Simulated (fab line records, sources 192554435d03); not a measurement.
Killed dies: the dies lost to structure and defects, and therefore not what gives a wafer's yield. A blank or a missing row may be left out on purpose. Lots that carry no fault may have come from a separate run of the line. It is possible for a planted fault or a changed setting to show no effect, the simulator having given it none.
Split-lot experiment | flow n5-finfet | 21 wafers read from 7 lots, route of 1938 steps

== THE SPLIT ==
At N5_BEOL_M7_COAT_59 (time 60 s, resist thk 100 nm), the setting spin-rpm was moved away from the recipe's 1500 rpm on 9 of the 21 wafers read, by -10.9% to +9.8%. All remaining wafers had this setting at the recipe value.

== FROM THE SPLIT TO THE READING: what the file shows between them, 7 steps ==
- N5_BEOL_M7_COAT_60: time 60 s, resist thk 35 nm
- N5_BEOL_M7_COAT_05: resist thk 90 nm
- N5_BEOL_M7_DESCUM_16: chemistry O2, time 7.9 s
- N5_BEOL_M7_ETCH_61: etches SiARC in CF4, target depth 45.5 nm, time 75.8 s
- N5_BEOL_M7_ETCH_62: etches SOC in N2/H2, target depth 110 nm, overetch 22 nm, time 165 s
- N5_BEOL_M7_STRIP_68: strips in N2/H2
- N5_BEOL_M7_STRIP_67: strips in CF4

== THE READING ==
SOC_of_BEOL_M7_COAT_59.thk-nm (the simulator's own value, which no gauge read), in nm, at N5_BEOL_M7_HM_OPEN_17 (chemistry Cl2/BCl3, target TiN, target depth 20 nm, overetch 6 nm). There is no usual value for it anywhere in the file. Across the 12 wafers here that went through the recipe, the average is 92.2 nm and the standard deviation 0.43 nm.

wafer  | tool, chamber at the split | spin-rpm as run, rpm | against the recipe | SOC_of_BEOL_M7_COAT_59.thk-nm, nm | against lot-mates on the recipe
L077.1 | litho-track-04, 0          | 1580                 | +5.3%              | 90.2                              | -2.8
L077.4 | litho-track-04, 0          | 1580                 | +5.3%              | 90.2                              | -2.8
L077.3 | litho-track-04, 0          | 1500                 | recipe             | 93                                | -
L080.1 | litho-track-04, 0          | 1500                 | recipe             | 92.8                              | -
L080.3 | litho-track-04, 0          | 1356                 | -9.6%              | 97.8                              | +5.0
L080.4 | litho-track-04, 0          | 1356                 | -9.6%              | 97.8                              | +5.0
L082.1 | litho-track-03, 0          | 1647                 | +9.8%              | 87.8                              | -4.0
L082.4 | litho-track-03, 0          | 1500                 | recipe             | 91.8                              | -
L082.6 | litho-track-03, 0          | 1500                 | recipe             | 91.8                              | -
L086.2 | litho-track-01, 0          | 1500                 | recipe             | 91.6                              | -
L086.6 | litho-track-01, 0          | 1500                 | recipe             | 91.6                              | -
L086.4 | litho-track-01, 0          | 1500                 | recipe             | 92.4                              | -
L091.1 | litho-track-04, 0          | 1500                 | recipe             | 92.2                              | -
L091.2 | litho-track-04, 0          | 1500                 | recipe             | 92.4                              | -
L091.3 | litho-track-04, 0          | 1500                 | recipe             | 92.4                              | -
L094.3 | litho-track-04, 0          | 1637                 | +9.1%              | 87.8                              | -4.4
L094.5 | litho-track-04, 0          | 1500                 | recipe             | 92.2                              | -
L094.6 | litho-track-04, 0          | 1637                 | +9.1%              | 87.6                              | -4.6
L095.2 | litho-track-04, 0          | 1336                 | -10.9%             | 98.2                              | +5.8
L095.3 | litho-track-04, 0          | 1500                 | recipe             | 92.4                              | -
L095.6 | litho-track-04, 0          | 1336                 | -10.9%             | 98                                | +5.6

FIT RESULTS
A straight line over all 21 wafers: SOC_of_BEOL_M7_COAT_59.thk-nm changes by -0.515 nm for each +1% of spin-rpm; r = -0.99; the points scatter about the line by 0.45 nm.
The same after taking each lot's own level away (the mean of its wafers on the recipe; 21 wafers): -0.5 nm for each +1%; r = -1.00; scatter 0.27 nm.
Per that fit: largest spin-rpm move, reading shift of 5.5 nm.
Across the lots, their own levels run from 91.80 to 93.00 nm, a range of 2.8 times the standard deviation given above.
The two slopes agree, so the slope changes little with the lot-to-lot level.
Check: with one of the wafers moved furthest among these (-10.9%) left out of the fit, the line predicts +5.48 nm for it against its lot-mates. It came out at +5.8 nm against them.

== THESE WAFERS: OTHER SPLITS ==
Note: prior to the reading, these wafers also went through further splits. Each is held against what the fit with the lots' levels taken away leaves over:
other split on the same wafers     | wafers away from the commonest value | r with SOC_of_BEOL_M7_COAT_59.thk-nm (lot level and that fit taken away)
N5_BEOL_M6_TRENCH_ETCH_37 source-w | 7                                    | +0.52
N5_BEOL_M7_PECVD_70 temp-c         | 10                                   | +0.11

== THE WHOLE CHAIN: every reading that the file lists as answering this split, in the file's order ==
step                  | what it does                                                         | reading                                                                        | change (the file's fit)               | r (the file's)
N5_BEOL_M7_COAT_59    | time 60 s, resist thk 100 nm                                         | SOC_of_BEOL_M7_COAT_59.thk-nm (the simulator's own value, which no gauge read) | -0.483 nm for each +1% of the setting | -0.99
N5_BEOL_M7_ETCH_62    | etches SOC in N2/H2, target depth 110 nm, overetch 22 nm, time 165 s | etch.depth-nm (the simulator's own value, which no gauge read)                 | -0.487 nm for each +1% of the setting | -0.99
N5_BEOL_M7_HM_OPEN_17 | chemistry Cl2/BCl3, target TiN, target depth 20 nm, overetch 6 nm    | SOC_of_BEOL_M7_COAT_59.thk-nm (the simulator's own value, which no gauge read) | -0.49 nm for each +1% of the setting  | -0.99

== THE FILE'S OWN FIT ==
SOC_of_BEOL_M7_COAT_59.thk-nm changes by -0.49 nm for each +1% of spin-rpm, r = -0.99.
